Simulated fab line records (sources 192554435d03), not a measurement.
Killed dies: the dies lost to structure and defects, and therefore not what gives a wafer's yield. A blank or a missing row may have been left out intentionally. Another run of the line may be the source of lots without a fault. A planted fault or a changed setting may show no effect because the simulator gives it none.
Split-lot trial | flow n5_finfet | route with 1938 steps; 7 lots, 39 wafers read

## THE SPLIT ITSELF
At N5_PASSIVATION_ETCH_54 (etches SiO2 in CHF3/O2, target depth 880 nm, time 440 s), the setting target_depth_a was moved away from the recipe's 8800 angstrom on 12 of the 39 wafers read, by -51.9% to +47.0%. For the rest of the wafers, this setting stayed at what the recipe calls for.

The reading comes from the split's own step.

## THE READING
etch.depth_nm (the simulator's own value, which no gauge read), in nm, at N5_PASSIVATION_ETCH_54 (etches SiO2 in CHF3/O2, target depth 880 nm, time 440 s). The file does not state a usual value for it. Here, 27 wafers ran the recipe; their average is 883.1 nm with a standard deviation of 13 nm.

wafer  | tool, chamber at the split | target_depth_a as run, angstrom | against the recipe | etch.depth_nm, nm | against lot-mates on the recipe
L074.1 | rie_diel-03, 1             | 12940                           | +47.0%             | 1291              | +415.4
L074.2 | rie_diel-03, 3             | 12940                           | +47.0%             | 1270              | +394.4
L074.3 | rie_diel-03, 2             | 8800                            | recipe             | 867.8             | -
L074.4 | rie_diel-03, 0             | 12940                           | +47.0%             | 1274              | +398.4
L074.5 | rie_diel-03, 0             | 8800                            | recipe             | 870.2             | -
L074.6 | rie_diel-03, 1             | 8800                            | recipe             | 888.8             | -
L082.1 | rie_diel-06, 3             | 8800                            | recipe             | 895.8             | -
L082.2 | rie_diel-06, 1             | 8800                            | recipe             | 891.3             | -
L082.3 | rie_diel-06, 2             | 8800                            | recipe             | 900.5             | -
L082.4 | rie_diel-06, 0             | 8800                            | recipe             | 879.2             | -
L082.5 | rie_diel-06, 3             | 8800                            | recipe             | 888.5             | -
L082.6 | rie_diel-06, 0             | 8800                            | recipe             | 879.4             | -
L081.2 | rie_diel-03, 2             | 8800                            | recipe             | 876               | -
L081.4 | rie_diel-03, 1             | 8800                            | recipe             | 890.1             | -
L081.5 | rie_diel-03, 1             | 8800                            | recipe             | 883.7             | -
L078.1 | rie_diel-06, 1             | 8800                            | recipe             | 889.3             | -
L078.2 | rie_diel-06, 2             | 5346                            | -39.2%             | 548.2             | -341.3
L078.3 | rie_diel-06, 3             | 5346                            | -39.2%             | 544.5             | -345.0
L078.4 | rie_diel-06, 0             | 5346                            | -39.2%             | 535.9             | -353.6
L078.5 | rie_diel-06, 1             | 8800                            | recipe             | 894.4             | -
L078.6 | rie_diel-06, 0             | 8800                            | recipe             | 884.9             | -
L084.1 | rie_diel-01, 2             | 8800                            | recipe             | 855.4             | -
L084.2 | rie_diel-01, 0             | 8800                            | recipe             | 895.8             | -
L084.3 | rie_diel-01, 1             | 8800                            | recipe             | 865.2             | -
L084.4 | rie_diel-01, 3             | 8800                            | recipe             | 876.5             | -
L084.5 | rie_diel-01, 1             | 8800                            | recipe             | 858.6             | -
L084.6 | rie_diel-01, 2             | 8800                            | recipe             | 857.5             | -
L091.1 | rie_diel-06, 1             | 8800                            | recipe             | 890.1             | -
L091.2 | rie_diel-06, 2             | 4233                            | -51.9%             | 433.4             | -457.5
L091.3 | rie_diel-06, 3             | 4233                            | -51.9%             | 428.7             | -462.2
L091.4 | rie_diel-06, 0             | 4233                            | -51.9%             | 424.1             | -466.8
L091.5 | rie_diel-06, 3             | 8800                            | recipe             | 904.4             | -
L091.6 | rie_diel-06, 0             | 8800                            | recipe             | 878.3             | -
L093.1 | rie_diel-06, 1             | 12760                           | +45.0%             | 1293              | +399.3
L093.2 | rie_diel-06, 0             | 8800                            | recipe             | 881.9             | -
L093.3 | rie_diel-06, 3             | 8800                            | recipe             | 898.5             | -
L093.4 | rie_diel-06, 2             | 12760                           | +45.0%             | 1305              | +411.3
L093.5 | rie_diel-06, 3             | 8800                            | recipe             | 900.8             | -
L093.6 | rie_diel-06, 0             | 12760                           | +45.0%             | 1277              | +383.3

THE FIT
A straight line over all 39 wafers: etch.depth_nm changes by +8.72 nm for each +1% of target_depth_a; r = +1.00; the points scatter about the line by 14 nm.
The same after taking each lot's own level away (the mean of its wafers on the recipe; 39 wafers): +8.79 nm for each +1%; r = +1.00; scatter 10 nm.
On that fit, the largest move of target_depth_a shifts the reading by 4.6e+02 nm.
Across the lots, their own levels run from 868.17 to 893.73 nm, a range of 1.9 times the standard deviation given above.
The two slopes are in agreement: the lot-to-lot level therefore moves the slope only a little.
Check: -457 nm against its lot-mates is what the line predicts for one of the wafers moved furthest among these (-51.9%) when that wafer is left out of the fit. Against them it came out at -458 nm.

## THESE WAFERS: OTHER SPLITS
Note: prior to the reading, these wafers also went through further splits. Each is held against what the fit with the lots' levels taken away leaves over:
other split on the same wafers | wafers away from the commonest value | r with etch.depth_nm (lot level and that fit taken away)
N5_BEOL_M15_ILD_DEP_00 time_s  | 15                                   | +0.01
N5_MIM_BOT_SPUTTER_00 time_s   | 6                                    | +0.35

## THE WHOLE CHAIN: every reading that the file lists as answering this split, in the file's order
step                   | what it does                                            | reading                                                                       | change (the file's fit)              | r (the file's)
N5_PASSIVATION_ETCH_54 | etches SiO2 in CHF3/O2, target depth 880 nm, time 440 s | PASSIVATION.feature_depth_nm (the simulator's own value, which no gauge read) | +8.79 nm for each +1% of the setting | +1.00
N5_PASSIVATION_ETCH_54 | etches SiO2 in CHF3/O2, target depth 880 nm, time 440 s | etch.depth_nm (the simulator's own value, which no gauge read)                | +8.79 nm for each +1% of the setting | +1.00

## THE FILE'S OWN FIT
etch.depth_nm changes by +8.79 nm for each +1% of target_depth_a, r = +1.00.
